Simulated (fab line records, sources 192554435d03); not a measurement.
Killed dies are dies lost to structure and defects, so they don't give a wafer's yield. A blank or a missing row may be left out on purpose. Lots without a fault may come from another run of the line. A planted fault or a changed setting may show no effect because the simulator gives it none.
Split-lot experiment | flow n5_finfet | 7 lots, 39 wafers read, on a route of 1938 steps

THE SPLIT
At N5_GATE_CUT_ALD_22 (deposits SiNx, target thk 16 nm, pulse time 1 s, ald cycles 320), the setting ald_cycles was moved away from the recipe's 320 on 12 of the 39 wafers read, by -15.0% to +8.1%. The other wafers ran this setting at the recipe's value.

The reading is taken at the split's own step.

THE READING
SiNx_of_GATE_CUT_ALD_22.thk_nm (the simulator's own value, which no gauge read), in nm, at N5_GATE_CUT_ALD_22 (deposits SiNx, target thk 16 nm, pulse time 1 s, ald cycles 320). The file gives no usual value for it. The 27 wafers here that ran the recipe average 16.0 nm, standard deviation 0.086 nm.

wafer  | tool, chamber at the split | ald_cycles as run | against the recipe | SiNx_of_GATE_CUT_ALD_22.thk_nm, nm | against lot-mates on the recipe
L076.1 | ald_sin-04, 0,3,1,0,3      | 320               | recipe             | 16                                 | -
L076.2 | ald_sin-04, 0,3,1,0,3      | 320               | recipe             | 16                                 | -
L076.3 | ald_sin-04, 0,3,1,0,3      | 320               | recipe             | 16                                 | -
L076.5 | ald_sin-04, 0,3,1,0,3      | 320               | recipe             | 16                                 | -
L076.6 | ald_sin-04, 0,3,1,0,3      | 320               | recipe             | 16                                 | -
L076.4 | ald_sin-04, 2              | 320               | recipe             | 15.8                               | -
L077.1 | ald_sin-03, 3,1,2          | 294               | -8.1%              | 14.8                               | -1.3
L077.3 | ald_sin-03, 3,1,2          | 294               | -8.1%              | 14.8                               | -1.3
L077.4 | ald_sin-03, 3,1,2          | 294               | -8.1%              | 14.8                               | -1.3
L077.2 | ald_sin-03, 0,2            | 320               | recipe             | 16                                 | -
L077.6 | ald_sin-03, 0,2            | 320               | recipe             | 16                                 | -
L077.5 | ald_sin-03, 3              | 320               | recipe             | 16.2                               | -
L087.1 | ald_sin-01, 0,3,1          | 320               | recipe             | 16                                 | -
L087.3 | ald_sin-01, 0,3,1          | 320               | recipe             | 16                                 | -
L087.5 | ald_sin-01, 0,3,1          | 320               | recipe             | 16                                 | -
L087.2 | ald_sin-01, 2,1            | 334               | +4.4%              | 16.6                               | +0.6
L087.4 | ald_sin-01, 2,1            | 334               | +4.4%              | 16.6                               | +0.6
L087.6 | ald_sin-01, 2              | 334               | +4.4%              | 16.4                               | +0.4
L088.1 | ald_sin-03, 3              | 346               | +8.1%              | 17.4                               | +1.4
L088.2 | ald_sin-03, 1,0,1          | 320               | recipe             | 16                                 | -
L088.3 | ald_sin-03, 1,0,1          | 320               | recipe             | 16                                 | -
L088.5 | ald_sin-03, 1,0,1          | 320               | recipe             | 16                                 | -
L088.4 | ald_sin-03, 2              | 346               | +8.1%              | 17.2                               | +1.2
L088.6 | ald_sin-03, 2              | 346               | +8.1%              | 17.2                               | +1.2
L090.1 | ald_sin-01, 0,3,1          | 320               | recipe             | 16                                 | -
L090.3 | ald_sin-01, 0,3,1          | 320               | recipe             | 16                                 | -
L090.6 | ald_sin-01, 0,3,1          | 320               | recipe             | 16                                 | -
L090.2 | ald_sin-01, 1,2,2          | 272               | -15.0%             | 13.6                               | -2.4
L090.4 | ald_sin-01, 1,2,2          | 272               | -15.0%             | 13.6                               | -2.4
L090.5 | ald_sin-01, 1,2,2          | 272               | -15.0%             | 13.6                               | -2.4
L094.1 | ald_sin-01, 3,0,3          | 320               | recipe             | 16                                 | -
L094.5 | ald_sin-01, 3,0,3          | 320               | recipe             | 16                                 | -
L094.6 | ald_sin-01, 3,0,3          | 320               | recipe             | 16                                 | -
L094.2 | ald_sin-01, 1,0            | 320               | recipe             | 16.2                               | -
L094.4 | ald_sin-01, 1,0            | 320               | recipe             | 16.2                               | -
L094.3 | ald_sin-01, 2              | 320               | recipe             | 15.8                               | -
L096.3 | ald_sin-04, 0,2,1          | 320               | recipe             | 16                                 | -
L096.4 | ald_sin-04, 0,2,1          | 320               | recipe             | 16                                 | -
L096.6 | ald_sin-04, 0,2,1          | 320               | recipe             | 16                                 | -
Where a row lists several chambers, the file gives one row for several wafers and doesn't say which wafer went through which chamber.

THE FIT
A straight line over all 39 wafers: SiNx_of_GATE_CUT_ALD_22.thk_nm changes by +0.155 nm for each +1% of ald_cycles; r = +0.99; the points scatter about the line by 0.096 nm.
The same after taking each lot's own level away (the mean of its wafers on the recipe; 39 wafers): +0.156 nm for each +1%; r = +0.99; scatter 0.089 nm.
On that fit, the largest move of ald_cycles shifts the reading by 2.3 nm.
The lots' own levels span 15.97 to 16.07 nm, that is 1.2 times the standard deviation above.
So the lot-to-lot level changes the slope little: the two slopes agree.
Check: with one of the wafers moved furthest among these (-15.0%) left out of the fit, the line predicts -2.35 nm for it against its lot-mates. It came out at -2.4 nm against them.

OTHER SPLITS ON THESE WAFERS
These wafers also went through other splits before the reading. Each is held against what the fit with the lots' levels taken away leaves over:
other split on the same wafers     | wafers away from the commonest value | r with SiNx_of_GATE_CUT_ALD_22.thk_nm (lot level and that fit taken away)
N5_FIN_SAQP_FIN_ETCH_36 icp_w      | 18                                   | -0.06
N5_DUMMY_GATE_ETCH_37 source_w     | 15                                   | -0.17
N5_HKMG_FIN_ETCH_35 target_depth_a | 12                                   | -0.14
N5_GATE_CUT_ETCH_56 icp_w          | 12                                   | +0.04

THE FILE'S OWN FIT
SiNx_of_GATE_CUT_ALD_22.thk_nm changes by +0.157 nm for each +1% of ald_cycles, r = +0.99.
